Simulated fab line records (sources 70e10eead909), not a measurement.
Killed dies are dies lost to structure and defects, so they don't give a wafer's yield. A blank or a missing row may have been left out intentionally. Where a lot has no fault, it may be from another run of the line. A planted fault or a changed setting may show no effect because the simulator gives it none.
Which tool is to blame?    flow nand harc    24 lots with 72 wafers sampled at 6 steps, on a route of 1302 steps

== WHAT THE GAUGES SHOWED, per wafer ==
NHARC_A_ONON_D2_THK_MEAS_08: measures by ellipsometry.
lot   measured      on             thk nm (nm)
L074  day 12 07:37  film metro-02  1000 1000 1000
L075  day 12 20:10  film metro-02  1015 1016 1015
L076  day 13 08:24  film metro-02  1000 999 999
L078  day 13 13:55  film metro-01  1000 1002 1000
L077  day 14 08:45  film metro-01  990 990 990
L079  day 14 17:40  film metro-02  995 993 993
L080  day 14 17:40  film metro-01  996 995 994
L081  day 15 03:32  film metro-01  998 1000 999
L082  day 15 15:00  film metro-01  1003 1004 1003
L083  day 16 14:17  film metro-01  1006 1005 1005
L084  day 16 14:17  film metro-01  989 990 989
L085  day 16 22:36  film metro-01  983 982 983
L086  day 16 22:27  film metro-01  991 989 988
L087  day 18 09:49  film metro-02  1006 1004 1005
L088  day 18 09:36  film metro-01  996 998 997
L089  day 18 09:28  film metro-02  1008 1009 1009
L090  day 19 04:31  film metro-01  997 996 995
L091  day 19 04:46  film metro-02  982 983 982
L092  day 20 08:31  film metro-02  1011 1010 1012
L093  day 20 08:20  film metro-02  989 989 990
L094  day 20 21:05  film metro-02  996 994 994
L095  day 20 20:57  film metro-01  995 993 994
L096  day 21 14:12  film metro-01  1019 1019 1017
L097  day 22 04:38  film metro-01  1007 1005 1006

NHARC_A_ONON_D2_THK_MEAS_34: measures by ellipsometry.
lot   measured      on             thk nm (nm)
L074  day 12 19:09  film metro-02  198.4 203.6 199.1
L075  day 13 08:14  film metro-01  195.5 197.2 198.7
L076  day 13 19:59  film metro-01  199.7 197.7 201.7
L078  day 14 01:25  film metro-02  200.9 199.2 205.3
L077  day 14 20:21  film metro-02  201.1 196.4 202.2
L079  day 15 04:55  film metro-01  192.6 198.0 200.3
L080  day 15 04:53  film metro-02  195.5 200.9 202.6
L081  day 15 14:49  film metro-01  194.2 196.0 194.1
L082  day 16 02:37  film metro-02  200.5 204.6 203.4
L083  day 17 02:16  film metro-01  198.6 205.8 200.4
L084  day 17 02:13  film metro-01  195.8 203.4 196.7
L085  day 17 09:40  film metro-02  198.8 198.7 200.1
L086  day 17 09:41  film metro-01  192.5 197.8 196.5
L087  day 18 21:23  film metro-02  199.6 200.7 202.2
L088  day 18 21:35  film metro-01  196.3 199.2 198.5
L089  day 18 21:23  film metro-01  199.6 202.4 200.5
L090  day 19 15:44  film metro-02  200.5 200.0 200.8
L091  day 19 15:44  film metro-01  191.6 199.0 195.4
L092  day 20 19:40  film metro-02  202.3 202.3 202.5
L093  day 20 19:37  film metro-01  203.2 199.6 206.4
L094  day 21 08:19  film metro-01  206.4 200.2 201.9
L095  day 21 08:13  film metro-02  199.6 198.8 200.6
L096  day 22 01:27  film metro-02  199.1 202.0 202.1
L097  day 22 15:48  film metro-01  197.8 198.4 203.1

== TOOL THAT RAN EACH LOT (tool first, then ch and the chambers of the sampled wafers, then the start) ==
lot   NHARC_A_CHANNEL_FILL_D1_ALD_15                  NHARC_A_CHANNEL_FILL_D1_ETCHBACK_20  NHARC_A_CHANNEL_FILL_D1_ETCHBACK_08            NHARC_A_ONON_D2_DEP_33
L074  ald sin batch-03 ch 0, day 9 17:38 or earlier   rie diel-09 ch 0,1,3, day 9 17:38    rie diel-03 ch 0,1, day 12 07:37 or earlier    pecvd-02 ch 0,1,2, day 12 18:50
L075  ald sin batch-01 ch 0, day 9 17:34              rie diel-01 ch 0,1,3, day 10 07:37   rie diel-01 ch 1,2,3, day 12 20:10 or earlier  pecvd-01 ch 1,2, day 13 07:49
L076  ald sin batch-02 ch 0, day 10 20:49 or earlier  rie diel-03 ch 0,2,3, day 10 20:49   rie diel-01 ch 1,3, day 13 08:24 or earlier    pecvd-01 ch 0,1,2, day 13 19:34
L078  ald sin batch-02 ch 0, day 11 04:33 or earlier  rie diel-01 ch 0,1,3, day 11 04:33   rie diel-01 ch 0,2,3, day 13 13:55 or earlier  pecvd-02 ch 0,2, day 14 01:01
L077  ald sin batch-03 ch 0, day 11 09:38 or earlier  rie diel-01 ch 0,3, day 11 09:38     rie diel-01 ch 0,1, day 14 08:45 or earlier    pecvd-04 ch 0,1,2, day 14 19:56
L079  ald sin batch-03 ch 0, day 12 00:27 or earlier  rie diel-01 ch 0,2,3, day 12 00:27   rie diel-09 ch 0,2,3, day 14 17:40 or earlier  pecvd-04 ch 0,1,2, day 15 04:29
L080  ald sin batch-01 ch 0, day 12 06:29 or earlier  rie diel-03 ch 0,2,3, day 12 06:29   rie diel-09 ch 0,1,2, day 14 17:40 or earlier  pecvd-02 ch 0,1,2, day 15 04:31
L081  ald sin batch-02 ch 0, day 12 13:17 or earlier  rie diel-09 ch 0,2,3, day 12 13:17   rie diel-01 ch 0,1,2, day 15 03:32 or earlier  pecvd-01 ch 0,2, day 15 14:24
L082  ald sin batch-01 ch 0, day 13 03:23 or earlier  rie diel-09 ch 0,3, day 13 03:23     rie diel-01 ch 0,2,3, day 15 15:00 or earlier  pecvd-04 ch 0,1,2, day 16 02:12
L083  ald sin batch-02 ch 0, day 13 21:59 or earlier  rie diel-09 ch 1,2, day 13 21:59     rie diel-03 ch 2,3, day 16 14:17 or earlier    pecvd-04 ch 0,1,2, day 17 01:51
L084  ald sin batch-02 ch 0, day 14 04:40 or earlier  rie diel-09 ch 0,1, day 14 04:40     rie diel-01 ch 0,3, day 16 14:17 or earlier    pecvd-01 ch 0,1,2, day 17 01:51
L085  ald sin batch-01 ch 0, day 14 12:55 or earlier  rie diel-01 ch 0,2,3, day 14 12:55   rie diel-01 ch 0,2,3, day 16 22:36 or earlier  pecvd-02 ch 1,2, day 17 09:18
L086  ald sin batch-01 ch 0, day 14 12:55 or earlier  rie diel-03 ch 1,2,3, day 14 12:55   rie diel-03 ch 1,2,3, day 16 22:27 or earlier  pecvd-04 ch 0,1,2, day 17 09:16
L087  ald sin batch-01 ch 0, day 15 19:55 or earlier  rie diel-01 ch 0,2,3, day 15 19:55   rie diel-03 ch 1,2,3, day 18 09:49 or earlier  pecvd-04 ch 0,2, day 18 21:04
L088  ald sin batch-01 ch 0, day 15 19:53 or earlier  rie diel-03 ch 0,2,3, day 15 19:53   rie diel-09 ch 0,3, day 18 09:36 or earlier    pecvd-01 ch 0,2, day 18 21:06
L089  ald sin batch-02 ch 0, day 15 19:53 or earlier  rie diel-09 ch 0,1,2, day 15 19:53   rie diel-01 ch 0,2, day 18 09:28 or earlier    pecvd-02 ch 0,1,2, day 18 21:01
L090  ald sin batch-02 ch 0, day 16 12:49 or earlier  rie diel-03 ch 1,3, day 16 12:49     rie diel-09 ch 1,2,3, day 19 04:31 or earlier  pecvd-04 ch 1,2, day 19 15:23
L091  ald sin batch-02 ch 0, day 16 12:49 or earlier  rie diel-09 ch 0,1,3, day 16 12:49   rie diel-01 ch 0,2,3, day 19 04:46 or earlier  pecvd-01 ch 0,1,2, day 19 15:20
L092  ald sin batch-02 ch 0, day 17 14:47 or earlier  rie diel-09 ch 0,2,3, day 17 14:47   rie diel-03 ch 0,1,3, day 20 08:31 or earlier  pecvd-04 ch 0,1, day 20 19:17
L093  ald sin batch-02 ch 0, day 17 14:44 or earlier  rie diel-01 ch 0,3, day 17 14:44     rie diel-09 ch 1,3, day 20 08:20 or earlier    pecvd-02 ch 0,1, day 20 19:15
L094  ald sin batch-03 ch 0, day 18 10:47 or earlier  rie diel-03 ch 0,2, day 18 10:47     rie diel-09 ch 0,2,3, day 20 21:05 or earlier  pecvd-04 ch 1,2, day 21 07:53
L095  ald sin batch-02 ch 0, day 18 14:16 or earlier  rie diel-09 ch 1,2,3, day 18 14:16   rie diel-01 ch 0,2, day 20 20:57 or earlier    pecvd-02 ch 0,1, day 21 07:50
L096  ald sin batch-03 ch 0, day 19 00:43 or earlier  rie diel-03 ch 0,1,3, day 19 00:43   rie diel-01 ch 0,2, day 21 14:12 or earlier    pecvd-04 ch 1,2, day 22 01:05
L097  ald sin batch-02 ch 0, day 19 15:11 or earlier  rie diel-01 ch 1,2, day 19 15:11     rie diel-09 ch 0,1,3, day 22 04:38 or earlier  pecvd-04 ch 0,1, day 22 15:26
- NHARC_A_CHANNEL_FILL_D1_ALD_15: deposits SiNx, target thk 2 nm, pulse time 60 s, ald cycles 19.
- NHARC_A_CHANNEL_FILL_D1_ETCHBACK_20: etches the open film in C4F8/O2/Ar, target depth 27 nm, time 13.5 s.
- NHARC_A_CHANNEL_FILL_D1_ETCHBACK_08: etches the open film in C4F8, target depth 220 nm, time 110 s.
- NHARC_A_ONON_D2_DEP_33: deposits SiO2, target thk 200 nm.

== WHAT THE TOOLS THEMSELVES READ (means of the sampled wafers that have a number; where no wafer has one, the mark that the record gives instead) ==
NHARC_A_CHANNEL_FILL_D1_ALD_15.
lot   tool              precursor pulse height rel
L074  ald sin batch-03  1.008
L075  ald sin batch-01  1.003
L076  ald sin batch-02  0.996
L078  ald sin batch-02  1.003
L077  ald sin batch-03  1.004
L079  ald sin batch-03  1.014
L080  ald sin batch-01  0.985
L081  ald sin batch-02  0.980
L082  ald sin batch-01  0.994
L083  ald sin batch-02  1.007
L084  ald sin batch-02  1.006
L085  ald sin batch-01  0.984
L086  ald sin batch-01  1.010
L087  ald sin batch-01  1.014
L088  ald sin batch-01  0.994
L089  ald sin batch-02  0.991
L090  ald sin batch-02  1.000
L091  ald sin batch-02  0.975
L092  ald sin batch-02  1.012
L093  ald sin batch-02  0.997
L094  ald sin batch-03  0.995
L095  ald sin batch-02  0.968
L096  ald sin batch-03  0.986
L097  ald sin batch-02  0.992

NHARC_A_CHANNEL_FILL_D1_ETCHBACK_20.
lot   tool         oes product au (a.u.)  rf vpp V (V)
L074  rie diel-09  1.01                   982
L075  rie diel-01  0.99                   978
L076  rie diel-03  0.92                   975
L078  rie diel-01  0.97                   978
L077  rie diel-01  1.00                   980
L079  rie diel-01  0.99                   982
L080  rie diel-03  0.94                   975
L081  rie diel-09  0.93                   979
L082  rie diel-09  1.01                   982
L083  rie diel-09  0.94                   974
L084  rie diel-09  0.93                   981
L085  rie diel-01  0.99                   983
L086  rie diel-03  0.98                   977
L087  rie diel-01  0.92                   981
L088  rie diel-03  0.99                   974
L089  rie diel-09  0.92                   977
L090  rie diel-03  0.99                   978
L091  rie diel-09  1.01                   982
L092  rie diel-09  1.01                   979
L093  rie diel-01  1.00                   981
L094  rie diel-03  0.93                   973
L095  rie diel-09  0.93                   979
L096  rie diel-03  1.00                   976
L097  rie diel-01  1.00                   976

NHARC_A_CHANNEL_FILL_D1_ETCHBACK_08.
lot   tool         oes product au (a.u.)  rf vpp V (V)
L074  rie diel-03  0.93                   439.5
L075  rie diel-01  0.92                   442.7
L076  rie diel-01  0.99                   441.6
L078  rie diel-01  0.93                   442.5
L077  rie diel-01  0.93                   440.1
L079  rie diel-09  0.93                   441.4
L080  rie diel-09  0.93                   440.4
L081  rie diel-01  0.99                   440.4
L082  rie diel-01  0.99                   442.9
L083  rie diel-03  0.98                   440.5
L084  rie diel-01  0.92                   443.1
L085  rie diel-01  0.91                   442.8
L086  rie diel-03  0.91                   439.8
L087  rie diel-03  0.98                   439.9
L088  rie diel-09  1.02                   443.8
L089  rie diel-01  0.92                   443.6
L090  rie diel-09  0.99                   441.0
L091  rie diel-01  1.01                   442.5
L092  rie diel-03  0.95                   439.0
L093  rie diel-09  1.02                   442.9
L094  rie diel-09  0.94                   440.9
L095  rie diel-01  0.93                   440.6
L096  rie diel-01  1.01                   442.0
L097  rie diel-09  0.93                   442.2

NHARC_A_ONON_D2_DEP_33.
lot   tool      heater power w (W)  throttle valve pct (%)
L074  pecvd-02  489                 16.3
L075  pecvd-01  566                 16.6
L076  pecvd-01  468                 16.3
L078  pecvd-02  466                 16.3
L077  pecvd-04  604                 16.0
L079  pecvd-04  554                 15.8
L080  pecvd-02  452                 16.4
L081  pecvd-01  519                 15.9
L082  pecvd-04  518                 15.8
L083  pecvd-04  604                 15.9
L084  pecvd-01  525                 16.2
L085  pecvd-02  561                 16.4
L086  pecvd-04  547                 15.9
L087  pecvd-04  549                 15.9
L088  pecvd-01  559                 16.0
L089  pecvd-02  494                 16.2
L090  pecvd-04  532                 16.3
L091  pecvd-01  547                 16.2
L092  pecvd-04  613                 15.7
L093  pecvd-02  507                 16.2
L094  pecvd-04  561                 15.8
L095  pecvd-02  555                 16.2
L096  pecvd-04  502                 15.9
L097  pecvd-04  605                 15.8

== THE ANSWER, worked out from the rows above alone ==
Rule: the usual values come from the lots themselves. Put in order of their means at a reading, lots are off if they are a third of the lots or fewer, leave a main group of 4 or more, and stand apart from it by a gap of 3 or more times the standard deviation of the main group's means; of several such gaps the widest counts. A main group whose means are all the same, to the digits that the tables above print for the reading, isn't used. Also off: a lot with no number at a reading for which 4 or more lots have one. Where the step has rows for the other lots, those lots are counted as sound. After the gauges, taken in route order, come the tools' own readings; for these a lot's mean is taken, as printed above. The first step at which some lot is off is used, and at that step the reading that is off furthest; a lot without a number counts as furthest.
No lot is off on any of the readings shown, so nothing can be concluded from this.

== WHAT THE SIMULATOR PUT IN ==
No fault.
